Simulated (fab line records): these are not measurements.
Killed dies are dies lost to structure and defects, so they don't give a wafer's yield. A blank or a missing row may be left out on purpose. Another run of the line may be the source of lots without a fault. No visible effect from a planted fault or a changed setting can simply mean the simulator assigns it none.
Chamber matching | flow n5 finfet | 4 sister chambers for N5_BEOL_M13_ETCH_59 on rie diel-05
The step etches BARC in N2/H2, target depth 89 nm, overetch 26.7 nm, time 67.9 s. 20 wafers are shown with their chamber, then 10 later ones without.

EACH WAFER AND ITS CHAMBER
wafer  | chamber | showerhead plenum p Torr (Torr) | drypump motor current A (A) | throttle valve pct (%)
L074.1 | 1       | 2.43                            | 5.7                         | 18.19
L074.2 | 2       | 2.53                            | 5.1                         | 17.86
L074.6 | 0       | 2.66                            | 5.7                         | 17.66
L079.1 | 3       | 2.54                            | 6.3                         | 18.24
L079.5 | 0       | 2.66                            | 5.7                         | 17.66
L079.6 | 1       | 2.42                            | 5.8                         | 18.20
L082.1 | 3       | 2.53                            | 6.3                         | 18.26
L082.3 | 1       | 2.42                            | 5.8                         | 18.23
L082.4 | 0       | 2.66                            | 5.7                         | 17.68
L083.4 | 1       | 2.42                            | 5.8                         | 18.23
L083.5 | 3       | 2.53                            | 6.3                         | 18.27
L083.6 | 1       | 2.42                            | 5.8                         | 18.22
L087.1 | 3       | 2.53                            | 6.3                         | 18.27
L087.3 | 2       | 2.52                            | 5.2                         | 17.90
L087.6 | 3       | 2.53                            | 6.3                         | 18.27
L088.1 | 2       | 2.52                            | 5.2                         | 17.89
L088.5 | 1       | 2.42                            | 5.8                         | 18.23
L088.6 | 3       | 2.53                            | 6.3                         | 18.26
L093.1 | 3       | 2.53                            | 6.3                         | 18.30
L093.2 | 1       | 2.41                            | 5.7                         | 18.25

SIGNATURES, as means of the wafers listed above
reading                  | chamber 0 | chamber 1 | chamber 2 | chamber 3 | scatter within a chamber
showerhead plenum p Torr | 2.6600    | 2.4200    | 2.5233    | 2.5314    | 0.00469
drypump motor current A  | 5.700     | 5.771     | 5.167     | 6.300     | 0.0362
throttle valve pct       | 17.6667   | 18.2214   | 17.8833   | 18.2671   | 0.0186
Rule: for each reading, subtract the chamber's mean from the wafer's reading, divide by that reading's scatter and square the result; add these up over the readings and take the root, which gives the wafer's distance from the chamber. The wafer belongs to the nearest chamber; if the next one is less than 2 further off, it can't be placed. The scatter: take each reading less its chamber's mean, square it, sum over the shown wafers, divide by the number of wafers less the number of chambers, and take the root.

WAFERS MISSING THEIR CHAMBER
wafer  | showerhead plenum p Torr (Torr) | drypump motor current A (A) | throttle valve pct (%)
L093.3 | 2.52                            | 5.2                         | 17.91
L093.4 | 2.53                            | 6.3                         | 18.31
L093.5 | 2.41                            | 5.8                         | 18.26
L093.6 | 2.52                            | 5.2                         | 17.90
L095.4 | 2.52                            | 5.2                         | 17.91
L095.5 | 2.52                            | 6.3                         | 18.32
L095.6 | 2.65                            | 5.7                         | 17.71
L094.2 | 2.52                            | 5.1                         | 17.90
L094.3 | 2.41                            | 5.8                         | 18.27
L094.5 | 2.65                            | 5.7                         | 17.70

EACH ONE'S CHAMBER
wafer  | from the rows above | in truth
L093.3 | 2                   | 2
L093.4 | 3                   | 3
L093.5 | 1                   | 1
L093.6 | 2                   | 2
L095.4 | 2                   | 2
L095.5 | 3                   | 3
L095.6 | 0                   | 0
L094.2 | 2                   | 2
L094.3 | 1                   | 1
L094.5 | 0                   | 0
10 of 10 placed correctly. From these rows, 0 cannot be placed. Placed wrongly: 0.
